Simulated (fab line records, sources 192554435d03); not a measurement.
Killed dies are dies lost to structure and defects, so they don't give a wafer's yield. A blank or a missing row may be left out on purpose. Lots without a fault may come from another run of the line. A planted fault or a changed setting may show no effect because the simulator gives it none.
One fault seen from 2 desks | flow n5_finfet | each desk has only its own numbers; what lay behind them comes last

THE METROLOGY DESK
What the gauges read, lot by lot, whatever tool the lot ran on: means of the sampled wafers that have a number. A lot is out of limits, marked OUT, if its mean lies more than 4 standard deviations from the usual mean; the brackets give that distance. Of its 11 readings 7 are shown: the one that was out of limits first, and those that lie furthest out on some lot.
Columns: A = DIBL_P at N5_BEOL_M4_RC_MEAS_101, usual 37.7 mV/V; B = IOFF_N at N5_BEOL_M4_RC_MEAS_101, usual 0.18 nA/um; C = ION_N at N5_BEOL_M4_RC_MEAS_101, usual 681 uA/um; D = ION_P at N5_BEOL_M4_RC_MEAS_101, usual 463 uA/um; E = VT_N at N5_BEOL_M4_RC_MEAS_101, usual 248 mV; F = VT_P at N5_BEOL_M4_RC_MEAS_101, usual -249 mV; G = cd_nm at N5_BEOL_M15_CD_MEAS_28, usual 408.1 nm
lot  | first seen here | A    | B    | C   | D   | E   | F    | G
L439 | day 12 01:04    | 38.9 | 0.21 | 694 | 476 | 248 | -249 | 410.4
L437 | day 12 07:17    | 38.9 | 0.21 | 677 | 465 | 247 | -243 | 411.5
L440 | day 12 12:42    | 37.1 | 0.17 | 686 | 460 | 248 | -252 | 412.0
L441 | day 12 14:16    | 38.1 | 0.18 | 671 | 450 | 250 | -253 | 407.0
L444 | day 13 10:34    | 39.4 | 0.21 | 674 | 457 | 248 | -249 | 405.3
L448 | day 14 05:29    | 41.3 | 0.24 | 712 | 477 | 243 | -247 | 406.1
L452 | day 15 09:11    | 36.5 | 0.16 | 686 | 473 | 250 | -250 | 463.8 (+22) OUT
L454 | day 15 12:55    | 37.2 | 0.17 | 678 | 461 | 250 | -248 | 459.9 (+21) OUT
L455 | day 16 00:22    | 36.0 | 0.17 | 671 | 460 | 248 | -250 | 465.6 (+23) OUT
L460 | day 17 18:26    | 35.2 | 0.16 | 676 | 466 | 249 | -247 | 405.9
This desk's finding: out of limits on L452, L454, L455; first on L452, day 18 21:00 (cd_nm at N5_BEOL_M15_CD_MEAS_28). In limits: L439, L437, L440, L441, L444, L448, L460.

THE TOOL OWNER'S DESK: krf_scanner-02
The tool's own readings at N5_BEOL_M15_EXPOSE_25 (exposes mask M15, target cd 400 nm): means of the sampled wafers that have a number, for each lot that ran on this tool. A lot is out of limits, marked OUT, if its mean lies more than 4 standard deviations from the usual mean; the brackets give that distance.
Columns: A = stage_vel_mm_s at N5_BEOL_M15_EXPOSE_25, usual 499.99 mm/s
lot  | first seen here | A
L439 | day 15 17:52    | 500.16
L437 | day 16 02:29    | 500.02
L440 | day 16 10:54    | 500.10
L441 | day 16 12:01    | 499.87
L444 | day 17 03:17    | 499.82
L448 | day 17 15:38    | 499.94
L452 | day 18 20:50    | 499.87
L454 | day 18 20:58    | 500.09
L455 | day 19 07:22    | 500.19
L460 | day 21 11:30    | 500.02
This desk's finding: nothing out of limits on any of the 10 lots.

PUT TOGETHER
The metrology desk could have raised an alarm at day 18 21:00, on L452, L454, L455.
The tool owner's desk saw nothing out of limits.
The tool owner's desk has L452, L454, L455 on record, within its limits.
Of the lots named, all ran N5_BEOL_M15_EXPOSE_25 on krf_scanner-02.

WHAT THE SIMULATOR HAD PUT IN
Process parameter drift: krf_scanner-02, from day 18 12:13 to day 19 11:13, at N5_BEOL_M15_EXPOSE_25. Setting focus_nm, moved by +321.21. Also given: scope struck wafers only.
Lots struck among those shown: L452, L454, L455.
Hours from the fault's start to each desk's first reading out of limits: the metrology desk, 9.
